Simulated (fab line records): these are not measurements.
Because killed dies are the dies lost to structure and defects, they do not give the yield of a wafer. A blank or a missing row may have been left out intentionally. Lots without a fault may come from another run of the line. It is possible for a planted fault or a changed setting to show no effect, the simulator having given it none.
fab line records	flow n5Finfet
[record] lots = 7	wafers = 21
route steps=1938 shown BEOL_M2@873 BEOL_M3@933 BEOL_M4@1021 BEOL_M5@1130 BEOL_M6@1194
startH: hours from the record's first day to the start of the lot's first wafer shown	waitH: how many hours have passed since the lot's step before this one	" as in the row above	L1.1+2: a row that stands for several wafers	- no value present, or no start provided	* or withheld: withheld	< > ~ a bound
route shown NAME@n: NAME is a module with steps in the file, n the number in the route of the first one	usual: mean/standard deviation of fault-free wafers	same: alike in all rows	chamber/n: place in a boat	sites: per-site readings	_std_site: their standard deviation	_edge_site: mean of outer sites minus mean of inner sites	radiusMm: how far each site lies from the wafer's centre	mask NAME#n: copy n	behind: the most recent tool/chamber to have shaped the wafer	hold: what put the lot on hold/how long, in hours/how the hold closed	device: the n, p or np transistor that did not switch	end of line: tests run on the same wafers once the route is complete	a step without rows: its recipe alone	killed: count of dies lost to structure and defects at first sort (not the wafer's yield)	map: a wafer's dies, x killed, . not, _ none there
set.NAME: the setting as run; set.NAME@STEP: as run at that earlier step	model.NAME: the simulator's own value behind a step, which no gauge read
lots with deliberately changed settings; one table per step, one row per wafer
[[steps]]
[step N5_BEOL_M2_EXPOSE_25]
[recipe] maskId = V1	na = 0.33	sourceShape = quasar	sigmaInner = 0.2	sigmaOuter = 0.8	polarization = unpolarized	defocusNm = 5	doseMj = 63
lot.wafer	tool	chamber	startH	waitH	mask	set.doseMj
L081.1+5	euvScanner-01	0	172.89	-	V1#0	59.45
L081.6	"	0	"	"	V1#0	63
L077.3+5+6	euvScanner-02	0	173.29	-	V1#0	63
L079.1+3+4	euvScanner-01	0	173.49	-	V1#0	63
L080.2+5+6	euvScanner-01	0	174.42	-	V1#0	63
L085.1+5	euvScanner-01	0	208.56	-	V1#0	58.88
L085.2	"	0	"	"	V1#0	63
L086.1+5	euvScanner-02	0	211.74	-	V1#0	63
L086.6	"	0	"	"	V1#0	61.66
L088.1	euvScanner-01	0	222.38	-	V1#0	64.45
L088.2+5	"	0	"	"	V1#0	63
[step N5_BEOL_M2_PEB_26]
[recipe] pebTempC = 100	pebTimeS = 60	resist = CAR-EUV
[step N5_BEOL_M2_DEVELOP_27]
[recipe] developTimeS = 30	developer = TMAH	resist = CAR-EUV	rinseLiquid = surfactantRinse	dry = airSpin	devTempC = 23
[step N5_BEOL_M2_CD_MEAS_28]
[recipe] targetCdNm = 26.2	landingEnergyEv = 500	detector = seInlens	targetCdYNm = 24.1	polarity = opening
[usual] cdNm = 26.33/0.25
lot.wafer	tool	chamber	startH	waitH	set.doseMj@BEOL_M2_EXPOSE_25	cdNm
L081.1	cdSem-02	0	173.04	-	59.45	25.59
L081.5	"	0	"	"	59.45	25.41
L081.6	"	0	"	"	63	26.27
L077.3	cdSem-02	0	173.41	-	63	26.16
L077.5	"	0	"	"	63	26.24
L077.6	"	0	"	"	63	26.18
L079.1	cdSem-03	0	173.64	-	63	26.53
L079.3	"	0	"	"	63	26.07
L079.4	"	0	"	"	63	25.96
L080.2	cdSem-03	0	174.56	-	63	26.40
L080.5	"	0	"	"	63	26.40
L080.6	"	0	"	"	63	26.40
L085.1	cdSem-01	0	208.71	-	58.88	24.71
L085.2	"	0	"	"	63	26.34
L085.5	"	0	"	"	58.88	25.18
L086.1	cdSem-02	0	211.88	-	63	26.18
L086.5	"	0	"	"	63	26.55
L086.6	"	0	"	"	61.66	25.63
L088.1	cdSem-03	0	222.53	-	64.45	26.51
L088.2	"	0	"	"	63	26.49
L088.5	"	0	"	"	63	25.93
[step N5_BEOL_M2_ALD_98]
[recipe] material = SiO2	targetThkA = 25	tempC = 100	aldPrecursorFamily = BDEAS	aldCoReactant = O2-plasma	pulseTimeS = 1	coReactantPulseTimeS = 1	purgeTimeS = 2	coReactantPurgeTimeS = 2	aldCycles = 17	pressureTorr = 2
[step N5_BEOL_M2_ETCHBACK_99]
[recipe] chemistry = CHF3	target = SiO2	targetDepthA = 50	timeS = 10.4	sourceW = 215	biasW = 47	Ar_flow_sccm = 200	CHF3_flow_sccm = 12	ionEnergyEv = 100	pressureMtorr = 30
[step N5_BEOL_M2_ETCH_70]
[recipe] chemistry = N2/H2	target = SOC	targetDepthA = 800	overetchA = 240	maskMaterial = SiARC	tempC = 40	timeS = 130	ionEnergyEv = 200	pressureMtorr = 30	sourceW = 840	biasW = 150	n2FlowSccm = 200	h2FlowSccm = 200
lot.wafer	tool	chamber	startH	waitH	set.spinRpm@BEOL_M2_COAT_67	model.etch.depthNm
L081.1	rieDiel-04	3	177.57	0.0	1500	60.01
L081.5	"	2	"	"	1500	60.16
L081.6	"	0	"	"	1668	56.82
L077.3	rieDiel-02	1	177.60	0.0	1500	59.95
L077.5	"	3	"	"	1500	59.97
L077.6	"	0	"	"	1500	59.7
L079.1	rieDiel-04	3	178.15	0.0	1500	59.81
L079.3	"	0	"	"	1500	59.89
L079.4	"	3	"	"	1500	59.84
L080.2	rieDiel-04	2	178.65	0.0	1575	58.64
L080.5	"	0	"	"	1500	60.08
L080.6	"	3	"	"	1575	58.48
L085.1	rieDiel-04	1	216.12	0.0	1500	59.88
L085.2	"	3	"	"	1572	58.44
L085.5	"	2	"	"	1572	58.24
L086.1	rieDiel-04	3	221.50	0.0	1500	60.2
L086.5	"	2	"	"	1452	60.99
L086.6	"	3	"	"	1452	61.02
L088.1	rieDiel-04	0	234.24	0.0	1656	56.98
L088.2	"	1	"	"	1500	59.62
L088.5	"	1	"	"	1500	59.85
[step N5_BEOL_M2_STRIP_71]
[recipe] chemistry = N2/H2	tempC = 40	n2FlowSccm = 200	h2FlowSccm = 200	rfFrequencyHz = 6e+07
[step N5_BEOL_M2_STRIP_78]
[recipe] chemistry = N2/H2	tempC = 40	n2FlowSccm = 200	h2FlowSccm = 200	rfFrequencyHz = 6e+07
[step N5_BEOL_M2_VIA_ETCH_34]
[recipe] chemistry = C4F6/O2	targetDepthA = 694	maskMaterial = SOC	pressureMtorr = 15	ionEnergyEv = 250	taperDeg = 4	timeS = 65.9	sourceW = 350	biasW = 170	Ar_flow_sccm = 300	C4F6_flow_sccm = 10	O2_flow_sccm = 10
lot.wafer	tool	chamber	startH	waitH	set.spinRpm@BEOL_M2_COAT_67	model.SOC_of_BEOL_M2_COAT_67.thkNm
L081.1	rieDiel-04	3	177.68	0.0	1500	51.6
L081.5	"	2	"	"	1500	52.2
L081.6	"	0	"	"	1668	48.8
L077.3+5	rieDiel-02	1,3	177.71	0.0	1500	52
L077.6	"	0	"	"	1500	51.6
L079.1+4	rieDiel-04	3	178.25	0.0	1500	51.4
L079.3	"	0	"	"	1500	51.8
L080.2	rieDiel-04	2	178.76	0.0	1575	50.6
L080.5	"	0	"	"	1500	52
L080.6	"	3	"	"	1575	50
L085.1	rieDiel-04	1	216.22	0.0	1500	51.6
L085.2	"	3	"	"	1572	49.6
L085.5	"	2	"	"	1572	50.2
L086.1	rieDiel-04	3	221.61	0.0	1500	51.4
L086.5	"	2	"	"	1452	52.8
L086.6	"	3	"	"	1452	52.2
L088.1	rieDiel-04	0	234.34	0.0	1656	49
L088.2	"	1	"	"	1500	51.2
L088.5	"	1	"	"	1500	51.6
[step N5_BEOL_M3_PECVD_72]
[recipe] material = SiO2	targetThkA = 160	tempC = 400	precursor = TEOS/O2	pressureTorr = 5.5	rfW = 450	teosFlowSccm = 53.8	gas = O2	flowSccm = 3000	timeS = 18
lot.wafer	tool	chamber	startH	waitH	set.tempC	model.SiO2_of_BEOL_M3_PECVD_72.thkNm
L081.1	pecvd-04	2	182.00	0.0	400	15.8
L081.5	"	0	"	"	406.4	15.2
L081.6	"	1	"	"	406.4	15
L077.3	pecvd-03	1	182.38	0.0	400	15.8
L077.5	"	2	"	"	400	16.2
L077.6	"	0	"	"	400	16.4
L079.1	pecvd-02	0	183.03	0.0	400	16
L079.3	"	2	"	"	400	15.4
L079.4	"	1	"	"	400	15.8
L080.2	pecvd-02	2	184.29	0.0	400	15.6
L080.5	"	0	"	"	400	16.2
L080.6	"	2	"	"	411.7	14.6
L085.1	pecvd-02	0	220.95	0.0	382.3	17.6
L085.2	"	2	"	"	400	15.4
L085.5	"	2	"	"	382.3	17.4
L086.1	pecvd-04	2	225.59	0.0	383.5	17.2
L086.5+6	"	0,2	"	"	400	16
L088.1+2	pecvd-02	2,1	240.27	0.0	400	15.6
L088.5	"	1	"	"	400	16
[step N5_BEOL_M3_COAT_61]
[recipe] resist = SOC	tempC = 250	timeS = 60	spinRpm = 1500	resistThkNm = 60
lot.wafer	tool	chamber	startH	waitH	set.timeS
L081.1+5+6	lithoTrack-05	0	184.75	0.1	60
L077.3+5	lithoTrack-05	0	185.17	0.1	53.09
L077.6	"	0	"	"	60
L079.1+3+4	lithoTrack-04	0	185.47	0.1	60
L080.2+5+6	lithoTrack-03	0	185.57	0.1	60
L085.1+2	lithoTrack-05	0	221.70	0.1	60
L085.5	"	0	"	"	69.42
L086.1+6	lithoTrack-03	0	227.96	0.1	55.5
L086.5	"	0	"	"	60
L088.1+2	lithoTrack-05	0	243.82	0.1	60
L088.5	"	0	"	"	54.77
[step N5_BEOL_M3_COAT_62]
[recipe] resist = SiARC	tempC = 220	timeS = 60	spinRpm = 1500	resistThkNm = 12
[step N5_BEOL_M3_COAT_73]
[recipe] resist = underlayer	tempC = 205	timeS = 60	spinRpm = 1500	resistThkNm = 5
[step N5_BEOL_M3_STRIP_97]
[recipe] chemistry = N2/H2	timeS = 10	powerW = 450	tempC = 40	pressureMtorr = 20	rfFrequencyHz = 6e+07	biasPowerW = 7	n2FlowSccm = 200	h2FlowSccm = 200
[step N5_BEOL_M3_HM_STRIP_39]
[recipe] chemistry = peroxideTinStrip	material = TiN	targetDepthA = 250	tempC = 50	timeS = 158
lot.wafer	tool	chamber	startH	waitH	set.tempC@BEOL_M3_PECVD_72	model.SiO2_of_BEOL_M3_PECVD_72.thkNm
L081.1	wetBench-04	6	193.13	0.0	400	15.6
L081.5	"	5	"	"	406.4	15
L081.6	"	3	"	"	406.4	14.8
L077.3	wetBench-05	7	193.25	0.0	400	15.8
L077.5+6	"	6,1	"	"	400	16.2
L079.1	wetBench-04	4	196.36	0.0	400	15.8
L079.3	"	2	"	"	400	15.2
L079.4	"	1	"	"	400	15.6
L080.2	wetBench-05	3	196.37	0.0	400	15.4
L080.5	"	5	"	"	400	16.2
L080.6	"	0	"	"	411.7	14.4
L085.1+5	wetBench-03	1,4	229.28	0.0	382.3	17.4
L085.2	"	2	"	"	400	15.2
L086.1	wetBench-03	0	234.97	0.0	383.5	17.2
L086.5	"	2	"	"	400	15.8
L086.6	"	3	"	"	400	16
L088.1	wetBench-04	2	249.73	0.0	400	15.4
L088.2	"	7	"	"	400	15.6
L088.5	"	3	"	"	400	15.8
[step N5_BEOL_M4_ILD_DEP_00]
[recipe] material = SiOC	targetThkA = 790	tempC = 350	precursor = DEMS/O2	pressureTorr = 5	rfW = 500	timeS = 15.3
lot.wafer	tool	chamber	startH	waitH	set.timeS	model.SiOC_of_BEOL_M4_ILD_DEP_00.thkNm
L081.1	pecvd-01	1	197.32	0.0	15.3	79.2
L081.5	"	2	"	"	15.3	80.8
L081.6	"	0	"	"	17.57	90.6
L077.3	pecvd-02	0	197.37	0.0	15.3	79.2
L077.5	"	0	"	"	15.3	79.8
L077.6	"	1	"	"	15.3	79.4
L079.1	pecvd-01	1	199.96	0.0	15.3	79.6
L079.3	"	2	"	"	15.3	78.4
L079.4	"	1	"	"	15.3	81
L080.2	pecvd-04	1	200.27	0.0	15.3	79.6
L080.5	"	2	"	"	15.3	81.8
L080.6	"	0	"	"	15.3	80
L085.1	pecvd-04	2	233.43	0.0	15.3	79.4
L085.2	"	1	"	"	17.56	90.4
L085.5	"	2	"	"	15.3	81.2
L086.1	pecvd-01	2	240.83	0.0	15.3	77.6
L086.5+6	"	2,1	"	"	15.3	79.2
L088.1	pecvd-01	2	255.91	0.0	16.76	85
L088.2	"	0	"	"	15.3	78
L088.5	"	2	"	"	15.3	78.8
[step N5_BEOL_M4_THK_MEAS_01]
[recipe] reads = SiOC_of_BEOL_M4_ILD_DEP_00
[usual] M4_ILD_THK = 79.3/1
lot.wafer	tool	chamber	startH	waitH	set.timeS@BEOL_M4_ILD_DEP_00	M4_ILD_THK[nm]
L081.1	filmMetro-01	-	197.39	0.0	15.3	79.2
L081.5	"	-	"	"	15.3	80.8
L081.6	"	-	"	"	17.57	90.6
L077.3	filmMetro-01	-	197.44	0.1	15.3	79.3
L077.5	"	-	"	"	15.3	79.8
L077.6	"	-	"	"	15.3	79.4
L079.1	filmMetro-02	-	200.03	0.0	15.3	79.7
L079.3	"	-	"	"	15.3	78.4
L079.4	"	-	"	"	15.3	81.0
L080.2	filmMetro-01	-	200.35	0.1	15.3	79.7
L080.5	"	-	"	"	15.3	81.7
L080.6	"	-	"	"	15.3	80.0
L085.1	filmMetro-02	-	233.49	0.0	15.3	79.5
L085.2	"	-	"	"	17.56	90.4
L085.5	"	-	"	"	15.3	81.3
L086.1	filmMetro-01	-	240.90	0.0	15.3	77.5
L086.5	"	-	"	"	15.3	79.2
L086.6	"	-	"	"	15.3	79.2
L088.1	filmMetro-02	-	255.98	0.0	16.76	85.0
L088.2	"	-	"	"	15.3	77.8
L088.5	"	-	"	"	15.3	78.9
[step N5_BEOL_M4_COAT_62]
[recipe] resist = SiARC	tempC = 220	timeS = 60	spinRpm = 1500	resistThkNm = 12
lot.wafer	tool	chamber	startH	waitH	set.spinRpm	model.SiARC_of_BEOL_M4_COAT_62.thkNm
L081.1	lithoTrack-02	0	-	-	1354	12.6
L081.5+6	"	0	"	"	1500	12
L077.3+5	lithoTrack-03	0	-	-	1500	12
L077.6	"	0	"	"	1446	12.2
L079.1+3+4	lithoTrack-01	0	-	-	1500	12
L080.2+6	lithoTrack-03	0	-	-	1500	12
L080.5	"	0	"	"	1598	11.6
L085.1+2+5	lithoTrack-03	0	-	-	1500	12
L086.1+6	lithoTrack-02	0	-	-	1500	12
L086.5	"	0	"	"	1587	11.6
L088.1+5	lithoTrack-03	0	-	-	1500	12
L088.2	"	0	"	"	1546	11.8
[step N5_BEOL_M4_COAT_73]
[recipe] resist = underlayer	tempC = 205	timeS = 60	spinRpm = 1500	resistThkNm = 5
[step N5_BEOL_M4_COAT_05]
[recipe] resist = CAR-EUV	spinRpm = 1500	resistThkNm = 30
[step N5_BEOL_M4_DESCUM_16]
[recipe] chemistry = O2	timeS = 7	sourcePowerW = 50	biasPowerW = 20	pressureMtorr = 20	rfFrequencyHz = 2.712e+07	tempC = 40	resist = CAR-EUV	o2FlowSccm = 225
[step N5_BEOL_M4_ETCH_74]
[recipe] chemistry = N2/H2	target = underlayer	targetDepthA = 65	maskMaterial = CAR-EUV	timeS = 5.2	ionEnergyEv = 200	pressureMtorr = 30	sourceW = 840	biasW = 150	n2FlowSccm = 200	h2FlowSccm = 200	ends = cleared
[step N5_BEOL_M4_ETCH_63]
[recipe] chemistry = CF4	target = SiARC	targetDepthA = 156	maskMaterial = CAR-EUV	timeS = 26	ionEnergyEv = 80	pressureMtorr = 40	sourceW = 545	biasW = 36	Ar_flow_sccm = 100	cf4FlowSccm = 100	ends = cleared
lot.wafer	tool	chamber	startH	waitH	set.spinRpm@BEOL_M4_COAT_62	model.etch.depthNm	model.CAR-EUV_of_BEOL_M4_COAT_05.thkNm
L081.1	rieDiel-04	2	199.99	0.0	1354	12.62	10.6
L081.5	"	2	"	"	1500	11.99	11.2
L081.6	"	1	"	"	1500	11.97	11.2
L077.3	rieDiel-06	2	200.13	0.0	1500	11.99	11.2
L077.5	"	3	"	"	1500	11.99	11.4
L077.6	"	2	"	"	1446	12.2	11
L079.1	rieDiel-04	1	201.07	0.0	1500	11.97	11
L079.3	"	2	"	"	1500	11.96	11
L079.4	"	2	"	"	1500	11.94	11
L080.2+6	rieDiel-06	3,2	203.35	0.0	1500	12	11
L080.5	"	1	"	"	1598	11.64	11.4
L085.1	rieDiel-04	3	235.60	0.0	1500	12.01	11
L085.2	"	0	"	"	1500	12.03	11.2
L085.5	"	2	"	"	1500	12.02	11.2
L086.1+6	rieDiel-06	1,0	244.72	0.0	1500	11.95	11.2
L086.5	"	3	"	"	1587	11.61	11.6
L088.1	rieDiel-04	1	256.78	0.0	1500	11.98	11.4
L088.2	"	3	"	"	1546	11.83	11.2
L088.5	"	1	"	"	1500	11.99	11.2
[step N5_BEOL_M5_ETCH_72]
[recipe] chemistry = N2/H2	target = underlayer	targetDepthA = 65	maskMaterial = CAR-EUV	timeS = 5.2	ionEnergyEv = 200	pressureMtorr = 30	sourceW = 840	biasW = 150	n2FlowSccm = 200	h2FlowSccm = 200	ends = cleared
[usual] rfVppV = 523.6/2.4
lot.wafer	tool	chamber	startH	waitH	set.sourceW	rfVppV
L081.1	rieDiel-03	3	211.17	0.0	840	528.5
L081.5	"	3	"	"	840	527.9
L081.6	"	0	"	"	840	526.0
L077.3	rieDiel-05	0	216.31	0.0	840	521.7
L077.5	"	2	"	"	840	520.2
L077.6	"	0	"	"	840	520.6
L079.1	rieDiel-03	0	217.08	0.0	840	525.2
L079.3	"	2	"	"	840	524.4
L079.4	"	3	"	"	840	526.0
L080.2	rieDiel-05	2	217.27	0.0	949.1	500.0
L080.5	"	2	"	"	949.1	501.1
L080.6	"	0	"	"	949.1	500.3
L085.1	rieDiel-05	2	245.57	0.0	840	521.1
L085.2	"	1	"	"	840	523.8
L085.5	"	3	"	"	840	526.8
L086.1	rieDiel-05	2	256.04	0.0	840	520.4
L086.5	"	3	"	"	840	526.3
L086.6	"	2	"	"	735.2	544.9
L088.1	rieDiel-01	3	272.62	0.0	960.3	501.1
L088.2	"	0	"	"	960.3	497.0
L088.5	"	2	"	"	840	521.5
[step N5_BEOL_M5_ETCH_62]
[recipe] chemistry = N2/H2	target = SOC	targetDepthA = 750	overetchA = 150	maskMaterial = SiARC	tempC = 40	timeS = 112.5	ionEnergyEv = 200	pressureMtorr = 30	sourceW = 840	biasW = 150	n2FlowSccm = 200	h2FlowSccm = 200
[usual] rfVppV = 523.7/2.3
lot.wafer	tool	chamber	startH	waitH	set.sourceW	rfVppV
L081.1	rieDiel-03	3	211.21	0.0	840	527.0
L081.5	"	3	"	"	840	527.8
L081.6	"	0	"	"	840	525.5
L077.3	rieDiel-05	0	216.43	0.1	840	520.0
L077.5	"	2	"	"	840	522.2
L077.6	"	0	"	"	840	520.4
L079.1	rieDiel-03	0	217.13	0.0	840	524.8
L079.3	"	2	"	"	840	523.1
L079.4	"	3	"	"	840	529.7
L080.2	rieDiel-05	2	217.32	0.0	881.1	512.6
L080.5	"	2	"	"	881.1	512.8
L080.6	"	0	"	"	840	522.1
L085.1	rieDiel-05	2	245.61	0.0	840	522.2
L085.2	"	1	"	"	840	525.5
L085.5	"	3	"	"	786.2	536.5
L086.1	rieDiel-05	2	256.08	0.0	840	521.6
L086.5	"	3	"	"	840	526.7
L086.6	"	2	"	"	840	522.1
L088.1	rieDiel-01	3	272.67	0.0	840	524.7
L088.2	"	0	"	"	840	523.1
L088.5	"	2	"	"	840	520.8
[step N5_BEOL_M6_ILD_DEP_00]
[recipe] material = SiCOH_lowk	targetThkA = 1797.5	tempC = 300	precursor = DEMS/porogen	pressureTorr = 5	rfW = 500	timeS = 33.4
lot.wafer	tool	chamber	startH	waitH	set.timeS	model.SiCOH_lowk_of_BEOL_M6_ILD_DEP_00.thkNm
L081.1	pecvd-02	1	222.99	0.0	33.4	177
L081.5	"	1	"	"	33.4	180
L081.6	"	2	"	"	37.58	200.8
L079.1	pecvd-03	1	228.47	0.0	33.4	179.8
L079.3+4	"	0,1	"	"	33.4	180.8
L080.2	pecvd-03	1	230.51	0.0	31.49	171.8
L080.5	"	1	"	"	33.4	183.6
L080.6	"	0	"	"	33.4	184.8
L077.3	pecvd-01	1	230.55	0.0	33.4	174.2
L077.5	"	1	"	"	33.4	176.2
L077.6	"	2	"	"	33.4	177.6
L085.1	pecvd-02	1	256.44	0.0	30.5	167.4
L085.2	"	2	"	"	30.5	165
L085.5	"	2	"	"	33.4	182.2
L086.1	pecvd-01	1	264.84	0.0	31.61	169
L086.5	"	0	"	"	33.4	183.6
L086.6	"	1	"	"	33.4	181.2
L088.1	pecvd-01	1	281.82	0.0	33.4	176.2
L088.2	"	2	"	"	33.4	179.4
L088.5	"	2	"	"	33.4	183.4
[step N5_BEOL_M6_CURE_74]
[recipe] tempC = 385	timeS = 240	ambient = He/Ar	material = SiCOH_lowk
lot.wafer	tool	chamber	startH	waitH	set.timeS@BEOL_M6_ILD_DEP_00	model.SiCOH_lowk_of_BEOL_M6_ILD_DEP_00.thkNm
L081.1	uvCure-03	2	223.05	0.0	33.4	152.6
L081.5	"	2	"	"	33.4	155.2
L081.6	"	2	"	"	37.58	173.4
L079.1	uvCure-02	0	228.56	0.1	33.4	155
L079.3+4	"	0	"	"	33.4	156
L080.2	uvCure-03	2	230.68	0.1	31.49	148
L080.5	"	2	"	"	33.4	158.4
L080.6	"	2	"	"	33.4	159.4
L077.3	uvCure-02	1	230.78	0.2	33.4	150.2
L077.5	"	1	"	"	33.4	151.8
L077.6	"	1	"	"	33.4	153.2
L085.1	uvCure-02	2	256.52	0.1	30.5	144.2
L085.2	"	2	"	"	30.5	142.2
L085.5	"	2	"	"	33.4	157.2
L086.1	uvCure-02	0	264.91	0.0	31.61	145.6
L086.5	"	0	"	"	33.4	158.2
L086.6	"	0	"	"	33.4	156.4
L088.1	uvCure-01	2	281.89	0.0	33.4	151.8
L088.2	"	2	"	"	33.4	154.6
L088.5	"	2	"	"	33.4	158.2
[step N5_BEOL_M6_THK_MEAS_01]
[recipe] reads = SiCOH_lowk_of_BEOL_M6_ILD_DEP_00
[usual] M6_ILD_THK = 154.8/2.1
lot.wafer	tool	chamber	startH	waitH	set.timeS@BEOL_M6_ILD_DEP_00	M6_ILD_THK[nm]
L081.1	filmMetro-01	-	223.56	0.4	33.4	152.5
L081.5	"	-	"	"	33.4	155.1
L081.6	"	-	"	"	37.58	173.4
L079.1	filmMetro-01	-	229.07	0.4	33.4	155.0
L079.3	"	-	"	"	33.4	156.0
L079.4	"	-	"	"	33.4	156.1
L080.2	filmMetro-02	-	231.11	0.4	31.49	148.2
L080.5	"	-	"	"	33.4	158.5
L080.6	"	-	"	"	33.4	159.4
L077.3	filmMetro-02	-	231.13	0.3	33.4	150.2
L077.5	"	-	"	"	33.4	151.9
L077.6	"	-	"	"	33.4	153.3
L085.1	filmMetro-02	-	257.03	0.4	30.5	144.3
L085.2	"	-	"	"	30.5	142.1
L085.5	"	-	"	"	33.4	157.3
L086.1	filmMetro-01	-	265.42	0.4	31.61	145.5
L086.5	"	-	"	"	33.4	158.2
L086.6	"	-	"	"	33.4	156.4
L088.1	filmMetro-02	-	282.41	0.4	33.4	152.0
L088.2	"	-	"	"	33.4	154.7
L088.5	"	-	"	"	33.4	158.2
[[key]]
[split] step = N5_BEOL_M2_EXPOSE_25	setting = doseMj	stated = 63	by = wafer
[response] step = N5_BEOL_M2_CD_MEAS_28	reading = cdNm	change = +0.186	per = 1%	r = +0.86
[split] step = N5_BEOL_M3_PECVD_72	setting = tempC	stated = 400	by = wafer
[response] step = N5_BEOL_M3_PECVD_72	reading = model.SiO2_of_BEOL_M3_PECVD_72.thkNm	change = -0.402	per = 1%	r = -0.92
[response] step = N5_BEOL_M3_HM_STRIP_39	reading = model.SiO2_of_BEOL_M3_PECVD_72.thkNm	change = -0.426	per = 1%	r = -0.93
[split] step = N5_BEOL_M3_COAT_61	setting = timeS	stated = 60	by = wafer
response none clear
[split] step = N5_BEOL_M4_ILD_DEP_00	setting = timeS	stated = 15.3	by = wafer
[response] step = N5_BEOL_M4_ILD_DEP_00	reading = model.SiOC_of_BEOL_M4_ILD_DEP_00.thkNm	change = +0.698	per = 1%	r = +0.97
[response] step = N5_BEOL_M4_THK_MEAS_01	reading = M4_ILD_THK	change = +0.696	per = 1%	r = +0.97
[split] step = N5_BEOL_M4_COAT_62	setting = spinRpm	stated = 1500	by = wafer
[response] step = N5_BEOL_M4_COAT_62	reading = model.SiARC_of_BEOL_M4_COAT_62.thkNm	change = -0.0626	per = 1%	r = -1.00
[response] step = N5_BEOL_M4_ETCH_63	reading = model.etch.depthNm	change = -0.061	per = 1%	r = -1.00
[response] step = N5_BEOL_M4_ETCH_63	reading = model.CAR-EUV_of_BEOL_M4_COAT_05.thkNm	change = +0.0597	per = 1%	r = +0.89
[split] step = N5_BEOL_M5_ETCH_72	setting = sourceW	stated = 840	by = wafer
[response] step = N5_BEOL_M5_ETCH_72	reading = rfVppV	change = -1.64	per = 1%	r = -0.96
[split] step = N5_BEOL_M5_ETCH_62	setting = sourceW	stated = 840	by = wafer
[response] step = N5_BEOL_M5_ETCH_62	reading = rfVppV	change = -1.95	per = 1%	r = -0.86
[split] step = N5_BEOL_M6_ILD_DEP_00	setting = timeS	stated = 33.4	by = wafer
[response] step = N5_BEOL_M6_ILD_DEP_00	reading = model.SiCOH_lowk_of_BEOL_M6_ILD_DEP_00.thkNm	change = +1.91	per = 1%	r = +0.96
[response] step = N5_BEOL_M6_CURE_74	reading = model.SiCOH_lowk_of_BEOL_M6_ILD_DEP_00.thkNm	change = +1.67	per = 1%	r = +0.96
[response] step = N5_BEOL_M6_THK_MEAS_01	reading = M6_ILD_THK	change = +1.68	per = 1%	r = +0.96
split outsideThisFile step=N5_BEOL_M2_COAT_67 setting=spinRpm
// split outsideThisFile: this setting was split too, and the file shows its column; the key of that split is in another file
